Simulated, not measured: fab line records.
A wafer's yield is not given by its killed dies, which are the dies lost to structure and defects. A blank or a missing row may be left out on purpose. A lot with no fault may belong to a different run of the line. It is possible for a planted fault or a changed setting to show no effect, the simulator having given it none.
A struck lot beside a sound one    flow nand harc    13 steps out of a route of 1302
Sound: wafers L102.3, L102.5, L102.6. Struck: wafer L112.3 (left out: L112.1, L112.5 of the same lot, which were not struck); the cause appears at the end.
Per side, at each step with rows, come the tool, then ch with its chambers, and then its first start. Under that, the readings that differ: sound wafers    struck wafers    difference of the means    sigmas: that difference in standard deviations of wafers without a fault.
alike: readings whose means differ by less than 2 such deviations, and words and numbers that are the same on both sides. not compared: withheld readings, readings that some wafer has no value for, bounds like >300 that may hide the same value, and numbers for which the record gives no deviation and whose values overlap.
A row with sigmas, a row that says differs or no value, or rows on one side alone: a step with any of these is where the two part. When numbers do not overlap yet have no deviation, they are printed without sigmas and do not part them. A reading missing from all wafers of one side parts the sides only when that side holds two or more wafers.

first, 8 steps without rows for these wafers: NHARC_A_STAIRCASE_HMDS_210 (time 30 s); NHARC_A_STAIRCASE_COAT_211; NHARC_A_STAIRCASE_SOFTBAKE_212 (time 170 s); NHARC_A_STAIRCASE_EBR_213; NHARC_A_STAIRCASE_EXPOSE_214 (exposes mask STAIR 3); NHARC_A_STAIRCASE_PEB_215 (peb time 130 s); NHARC_A_STAIRCASE_DEVELOP_216 (time 140 s); NHARC_A_STAIRCASE_HARDBAKE_218 (time 140 s).
NHARC_A_STAIRCASE_DESCUM_219: chemistry O2, time 3 s.
  sound on rie diel-06 ch 1,2, day 20 01:00; struck on rie diel-06 ch 2, day 24 12:49
  alike: drypump motor current A, oes product au, rf vpp V, showerhead plenum p Torr, throttle valve pct
  not compared: rf hours counter h
NHARC_A_STAIRCASE_TRIM_220: chemistry O2, time 211.2 s.
  sound on rie diel-06 ch 1,2,3, day 20 01:07; struck on rie diel-06 ch 2, day 24 12:55
  alike: drypump motor current A, oes product au, rf vpp V, showerhead plenum p Torr, throttle valve pct
  not compared: rf hours counter h
NHARC_A_STAIRCASE_ETCH_221: etches the open film in C4F8/O2, target depth 100 nm, time 40.5 s.
  sound on rie diel-06 ch 0,2,3; struck on rie diel-06 ch 0
  alike: oes product au, rf vpp V
  not compared: rf hours counter h
NHARC_A_STAIRCASE_TRIM_222: chemistry O2, time 211.2 s.
  sound on rie diel-06 ch 1,2,3, day 20 01:20; struck on rie diel-06 ch 0, day 24 17:34
reading                sound              struck  difference  sigmas
oes product au (a.u.)  0.970 1.009 1.012  1.231   +0.234      +16
  alike: drypump motor current A, rf vpp V, showerhead plenum p Torr, throttle valve pct
  not compared: rf hours counter h
NHARC_A_STAIRCASE_ETCH_223: etches the open film in C4F8/O2, target depth 100 nm, time 40.5 s.
  sound on rie diel-06 ch 2,3; struck on rie diel-06 ch 2
  alike: oes product au, rf vpp V
  not compared: rf hours counter h

WHERE THEY PART
Only at NHARC_A_STAIRCASE_TRIM_222, as far as this record shows. Later steps at which nothing parts them and some readings are alike: NHARC_A_STAIRCASE_ETCH_223.

WHY: whatever the simulator had introduced
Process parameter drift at NHARC_A_STAIRCASE_TRIM_222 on rie diel-06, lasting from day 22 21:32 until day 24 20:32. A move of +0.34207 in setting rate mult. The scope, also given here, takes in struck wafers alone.
